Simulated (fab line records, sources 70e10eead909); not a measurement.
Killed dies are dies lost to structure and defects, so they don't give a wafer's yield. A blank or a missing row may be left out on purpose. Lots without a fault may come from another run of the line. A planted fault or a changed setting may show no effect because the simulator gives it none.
Chamber matching | flow nand_harc | NHARC_THIN_TSV_DEP_47 on pecvd-03: 3 sister chambers
The step deposits SiO2, target thk 200 nm. 6 wafers are shown with their chamber, then 7 later ones without.

WAFERS WITH THEIR CHAMBER
wafer  | chamber | throttle_valve_pct (%)
L363.2 | 0       | 16.7
L363.5 | 0       | 16.5
L364.3 | 1       | 15.7
L364.6 | 2       | 15.6
L366.1 | 2       | 15.5
L366.2 | 1       | 15.5

WAFERS WITHOUT THEIR CHAMBER
wafer  | throttle_valve_pct (%)
L366.4 | 15.5
L367.1 | 16.4
L367.3 | 15.4
L367.4 | 15.3
L370.2 | 15.5
L370.4 | 16.5
L370.6 | 15.3

WHICH CHAMBER EACH WENT THROUGH
wafer  | from the rows above     | in truth
L366.4 | can't be placed: 2 or 1 | 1
L367.1 | 0                       | 0
L367.3 | can't be placed: 2 or 1 | 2
L367.4 | can't be placed: 2 or 1 | 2
L370.2 | can't be placed: 2 or 1 | 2
L370.4 | 0                       | 0
L370.6 | can't be placed: 2 or 1 | 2
Placed correctly: 2 of 7. Can't be placed from these rows: 5 (the true chamber is among the candidates in 5). Placed wrongly: 0.
How it was worked out, from the rows above alone: a wafer's distance from a chamber is the root of the sum, over the readings, of the square of ((its reading less the chamber's mean) divided by the reading's scatter). The wafer belongs to the nearest chamber; if the next one is less than 2 further off, it can't be placed. A chamber's mean is the mean of its shown wafers. The scatter: the root of (the sum of the squares of (reading less its chamber's mean) over the shown wafers, divided by (wafers less chambers)).
